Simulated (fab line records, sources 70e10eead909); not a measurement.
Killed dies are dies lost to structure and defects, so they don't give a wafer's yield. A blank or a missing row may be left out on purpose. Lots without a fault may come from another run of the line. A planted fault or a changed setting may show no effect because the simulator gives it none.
One fault seen from 2 desks | flow nand_harc | each desk has only its own numbers; what lay behind them comes last

THE TOOL OWNER'S DESK: litho_track-06
The tool's own readings at NHARC_P_M0_PEB_07 (peb time 65 s): means of the sampled wafers that have a number, for each lot that ran on this tool. A lot is out of limits, marked OUT, if its mean lies more than 4 standard deviations from the usual mean; the brackets give that distance.
Columns: A = heater_power_total_W at NHARC_P_M0_PEB_07, usual 156.6 W
lot  | first seen here | A
L930 | day 6 11:15     | 156.5
L932 | day 7 11:22     | 156.6
L934 | day 8 03:14     | 161.2 (+11) OUT
L935 | day 8 09:10     | 161.2 (+11) OUT
L936 | day 8 22:55     | 161.5 (+11) OUT
This desk's finding: out of limits on L934, L935, L936; first on L934, day 8 03:14 (heater_power_total_W at NHARC_P_M0_PEB_07). In limits: L930, L932.

THE METROLOGY DESK
What the gauges read, lot by lot, whatever tool the lot ran on: means of the sampled wafers that have a number. A lot is out of limits, marked OUT, if its mean lies more than 4 standard deviations from the usual mean; the brackets give that distance.
Columns: A = cd_nm at NHARC_P_M0_CD_MEAS_09, usual 90.0 nm
lot  | first seen here | A
L929 | day 6 00:30     | 89.5
L930 | day 6 11:20     | 90.3
L932 | day 7 11:27     | 90.9
L934 | day 8 03:19     | 88.5
L935 | day 8 09:15     | 87.7 (-4.7) OUT
L936 | day 8 22:59     | 88.2
L937 | day 9 13:51     | 89.9
L944 | day 12 05:07    | 89.9
L946 | day 13 01:57    | 89.6
L949 | day 14 08:38    | 89.7
L950 | day 14 19:52    | 90.5
L951 | day 15 08:15    | 90.4
This desk's finding: out of limits on L935; first on L935, day 8 09:15 (cd_nm at NHARC_P_M0_CD_MEAS_09). In limits: L929, L930, L932, L934, L936, L937, L944, L946, L949, L950, L951.

PUT TOGETHER
The tool owner's desk could have raised an alarm at day 8 03:14, on L934, L935, L936.
The metrology desk could have raised an alarm at day 8 09:15, on L935.
The metrology desk has L934, L936 on record, within its limits.
Of the lots named, all ran NHARC_P_M0_PEB_07 on litho_track-06.

WHAT THE SIMULATOR HAD PUT IN
Process parameter drift: litho_track-06, from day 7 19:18 on, at NHARC_P_M0_PEB_07. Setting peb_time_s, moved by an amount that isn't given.
Lots struck among those shown: L934, L935, L936.
Hours from the fault's start to each desk's first reading out of limits: the tool owner's desk, 8; the metrology desk, 14.
